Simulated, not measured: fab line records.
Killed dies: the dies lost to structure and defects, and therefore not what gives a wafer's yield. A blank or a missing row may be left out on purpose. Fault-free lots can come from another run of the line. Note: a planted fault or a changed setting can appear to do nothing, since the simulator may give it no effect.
Chamber matching + flow nand-harc + NHARC_A_STAIRCASE_TRIM_20 on rie-diel-12 has 4 sister chambers
The step chemistry O2, time 211.2 s. 18 wafers are shown with their chamber, then 9 later ones without.

WAFERS, EACH WITH ITS CHAMBER
| wafer  | chamber | showerhead-plenum-p-Torr (Torr) | oes-product-au (a.u.) | throttle-valve-pct (%) |
|--------|---------|---------------------------------|-----------------------|------------------------|
| L074.2 | 0       | 3.60                            | 1.015                 | 17.029                 |
| L074.5 | 1       | 3.35                            | 0.993                 | 17.029                 |
| L074.6 | 0       | 3.60                            | 1.015                 | 17.036                 |
| L077.1 | 3       | 3.28                            | 1.005                 | 17.031                 |
| L077.2 | 0       | 3.60                            | 1.010                 | 17.027                 |
| L077.5 | 3       | 3.28                            | 0.999                 | 17.044                 |
| L079.3 | 2       | 3.35                            | 0.992                 | 17.022                 |
| L079.4 | 3       | 3.28                            | 1.000                 | 17.025                 |
| L079.5 | 3       | 3.28                            | 0.993                 | 17.034                 |
| L075.1 | 1       | 3.34                            | 0.998                 | 17.042                 |
| L075.2 | 3       | 3.27                            | 1.010                 | 17.035                 |
| L075.3 | 0       | 3.59                            | 1.014                 | 17.031                 |
| L083.1 | 1       | 3.33                            | 1.011                 | 17.038                 |
| L083.2 | 0       | 3.59                            | 1.010                 | 17.038                 |
| L083.6 | 0       | 3.59                            | 1.015                 | 17.030                 |
| L085.1 | 0       | 3.59                            | 0.998                 | 17.023                 |
| L085.3 | 3       | 3.81                            | 1.009                 | 17.033                 |
| L085.6 | 2       | 3.34                            | 0.987                 | 17.024                 |

SIGNATURES, as means of the wafers listed above
| reading                  | chamber 0 | chamber 1 | chamber 2 | chamber 3 | scatter within a chamber |
|--------------------------|-----------|-----------|-----------|-----------|--------------------------|
| showerhead-plenum-p-Torr | 3.5943    | 3.3400    | 3.3450    | 3.3667    | 0.13                     |
| oes-product-au           | 1.01100   | 1.00067   | 0.98950   | 1.00267   | 0.00669                  |
| throttle-valve-pct       | 17.03057  | 17.03633  | 17.02300  | 17.03367  | 0.0056                   |
Rule: for each reading, subtract the chamber's mean from the wafer's reading, divide by that reading's scatter and square the result; add these up over the readings and take the root, which gives the wafer's distance from the chamber. The wafer belongs to the nearest chamber; if the next one is less than 2 further off, it can't be placed. The scatter: take each reading less its chamber's mean, square it, sum over the shown wafers, divide by the number of wafers less the number of chambers, and take the root.

WAFERS WITHOUT THEIR CHAMBER
| wafer  | showerhead-plenum-p-Torr (Torr) | oes-product-au (a.u.) | throttle-valve-pct (%) |
|--------|---------------------------------|-----------------------|------------------------|
| L089.1 | 3.32                            | 1.017                 | 17.038                 |
| L089.4 | 3.80                            | 1.011                 | 17.046                 |
| L089.5 | 3.80                            | 1.006                 | 17.042                 |
| L094.1 | 3.79                            | 1.019                 | 17.043                 |
| L094.4 | 3.32                            | 0.999                 | 17.037                 |
| L094.5 | 3.79                            | 1.019                 | 17.052                 |
| L095.1 | 3.79                            | 1.024                 | 17.046                 |
| L095.5 | 3.32                            | 0.996                 | 17.032                 |
| L095.6 | 3.79                            | 1.022                 | 17.027                 |

EACH ONE'S CHAMBER
| wafer  | from the rows above          | in truth                   |
|--------|------------------------------|----------------------------|
| L089.1 | can't be placed: 3 or 1 or 0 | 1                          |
| L089.4 | can't be placed: 0 or 3 or 1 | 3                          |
| L089.5 | can't be placed: 0 or 3 or 1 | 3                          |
| L094.1 | can't be placed: 0 or 3 or 1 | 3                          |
| L094.4 | can't be placed: 1 or 3      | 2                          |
| L094.5 | can't be placed: 0 or 3 or 1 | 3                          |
| L095.1 | can't be placed: 0 or 3 or 1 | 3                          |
| L095.5 | can't be placed: 1 or 3 or 2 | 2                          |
| L095.6 | 0                            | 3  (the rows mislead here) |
Correct placement for 0 of the 9. Not placeable from these rows: 8 (in 7, the candidates include the true chamber). Wrongly placed: 1.
